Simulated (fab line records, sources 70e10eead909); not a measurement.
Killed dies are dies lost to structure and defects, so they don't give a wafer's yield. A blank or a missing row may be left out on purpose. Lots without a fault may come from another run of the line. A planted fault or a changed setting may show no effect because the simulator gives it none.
Chamber matching | flow nand_harc | NHARC_P_GATE_DESCUM_93 on rie_diel-06: 4 sister chambers
The step chemistry O2, time 3 s. 22 wafers are shown with their chamber, then 11 later ones without.

WAFERS WITH THEIR CHAMBER
wafer  | chamber | drypump_motor_current_A (A) | oes_product_au (a.u.) | rf_vpp_V (V)
L076.4 | 1       | 5.4                         | 1.005                 | 58.6
L076.5 | 1       | 5.4                         | 1.003                 | 58.6
L076.6 | 2       | 6.1                         | 0.996                 | 58.3
L076.1 | 2       | 6.2                         | 1.003                 | 57.2
L076.2 | 3       | 5.8                         | 1.012                 | 59.7
L076.3 | 0       | 6.1                         | 0.995                 | 57.1
L077.1 | 1       | 5.4                         | 0.979                 | 58.2
L077.2 | 0       | 6.1                         | 0.986                 | 59.4
L077.4 | 2       | 6.1                         | 0.995                 | 57.7
L080.1 | 0       | 6.1                         | 0.992                 | 58.2
L080.4 | 2       | 6.1                         | 0.991                 | 57.6
L080.5 | 3       | 5.8                         | 1.007                 | 56.4
L082.1 | 0       | 6.2                         | 0.997                 | 59.0
L082.4 | 3       | 5.7                         | 1.010                 | 57.7
L082.6 | 3       | 5.7                         | 0.999                 | 57.5
L086.3 | 3       | 5.8                         | 1.000                 | 57.4
L086.4 | 0       | 6.1                         | 1.001                 | 57.2
L086.6 | 3       | 5.8                         | 0.997                 | 57.2
L087.1 | 0       | 6.1                         | 0.991                 | 58.0
L087.3 | 3       | 5.7                         | 0.998                 | 57.5
L087.5 | 1       | 5.4                         | 0.992                 | 58.4
L087.2 | 2       | 6.1                         | 0.997                 | 57.9

SIGNATURES (means of the wafers above)
reading                 | chamber 0 | chamber 1 | chamber 2 | chamber 3 | scatter within a chamber
drypump_motor_current_A | 6.117     | 5.400     | 6.120     | 5.757     | 0.0431
oes_product_au          | 0.99367   | 0.99475   | 0.99640   | 1.00329   | 0.00696
rf_vpp_V                | 58.150    | 58.450    | 57.740    | 57.629    | 0.787
Rule: a wafer's distance from a chamber is the root of the sum, over the readings, of the square of ((its reading less the chamber's mean) divided by the reading's scatter). The wafer belongs to the nearest chamber; if the next one is less than 2 further off, it can't be placed. The scatter: the root of (the sum of the squares of (reading less its chamber's mean) over the shown wafers, divided by (wafers less chambers)).

WAFERS WITHOUT THEIR CHAMBER
wafer  | drypump_motor_current_A (A) | oes_product_au (a.u.) | rf_vpp_V (V)
L087.4 | 5.4                         | 1.000                 | 57.0
L087.6 | 6.1                         | 1.009                 | 58.3
L088.2 | 5.7                         | 0.987                 | 58.5
L088.5 | 6.1                         | 0.999                 | 58.2
L088.6 | 5.7                         | 1.008                 | 58.3
L092.1 | 5.8                         | 0.988                 | 58.1
L092.2 | 6.2                         | 0.989                 | 57.5
L092.3 | 6.1                         | 0.999                 | 56.8
L092.4 | 5.4                         | 0.987                 | 58.9
L092.5 | 5.3                         | 0.984                 | 58.4
L092.6 | 6.2                         | 0.997                 | 59.5

WHICH CHAMBER EACH WENT THROUGH
wafer  | from the rows above     | in truth
L087.4 | 1                       | 1
L087.6 | can't be placed: 2 or 0 | 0
L088.2 | 3                       | 3
L088.5 | can't be placed: 2 or 0 | 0
L088.6 | 3                       | 3
L092.1 | 3                       | 3
L092.2 | can't be placed: 2 or 0 | 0
L092.3 | can't be placed: 2 or 0 | 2
L092.4 | 1                       | 1
L092.5 | 1                       | 1
L092.6 | can't be placed: 0 or 2 | 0
Placed correctly: 6 of 11. Can't be placed from these rows: 5 (the true chamber is among the candidates in 5). Placed wrongly: 0.
